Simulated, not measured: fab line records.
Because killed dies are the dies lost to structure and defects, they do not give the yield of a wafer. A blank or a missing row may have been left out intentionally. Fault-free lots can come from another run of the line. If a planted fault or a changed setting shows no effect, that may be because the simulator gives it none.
Chamber matching || flow nandHarc || pecvd-01 running NHARC_A_CHANNEL_HOLE_D1_DEP_01: 3 sister chambers
The step deposits SiON, target thk 140 nm. 3 wafers are shown with their chamber, then 8 later ones without.

## EACH WAFER AND ITS CHAMBER
{"wafer": "L091.3", "chamber": 2, "heaterPowerW (W)": 870}
{"wafer": "L091.4", "chamber": 0, "heaterPowerW (W)": 593}
{"wafer": "L092.2", "chamber": 1, "heaterPowerW (W)": 900}

## WAFERS WITHOUT THEIR CHAMBER
{"wafer": "L092.4", "heaterPowerW (W)": 904}
{"wafer": "L092.6", "heaterPowerW (W)": 1015}
{"wafer": "L094.2", "heaterPowerW (W)": 870}
{"wafer": "L094.5", "heaterPowerW (W)": 986}
{"wafer": "L094.6", "heaterPowerW (W)": 873}
{"wafer": "L097.1", "heaterPowerW (W)": 683}
{"wafer": "L097.2", "heaterPowerW (W)": 931}
{"wafer": "L097.6", "heaterPowerW (W)": 985}

## WHICH CHAMBER EACH WENT THROUGH
{"wafer": "L092.4", "from the rows above": "can't be placed: 1 or 2", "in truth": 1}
{"wafer": "L092.6", "from the rows above": "can't be placed: 1 or 2", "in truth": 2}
{"wafer": "L094.2", "from the rows above": "can't be placed: 2 or 1", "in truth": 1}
{"wafer": "L094.5", "from the rows above": "can't be placed: 1 or 2", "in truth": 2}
{"wafer": "L094.6", "from the rows above": "can't be placed: 2 or 1", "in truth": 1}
{"wafer": "L097.1", "from the rows above": "can't be placed: 0 or 2 or 1", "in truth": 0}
{"wafer": "L097.2", "from the rows above": "can't be placed: 1 or 2", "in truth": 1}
{"wafer": "L097.6", "from the rows above": "can't be placed: 1 or 2", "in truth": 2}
Correct placement for 0 of the 8. Cannot be placed on the basis of these rows: 8; the candidates contain the true chamber in 8. Number placed wrongly: 0.
How it was worked out, from the rows above alone: a wafer's distance from a chamber is the root of the sum, over the readings, of the square of ((its reading less the chamber's mean) divided by the reading's scatter). If the next closest chamber is less than 2 further off than the closest, the wafer can't be placed; otherwise it belongs to the closest. For every chamber, the mean is computed from those of its wafers that are shown. The scatter: root of mean squared gap, hidden wafer to nearest shown wafer, with one shown wafer a chamber.
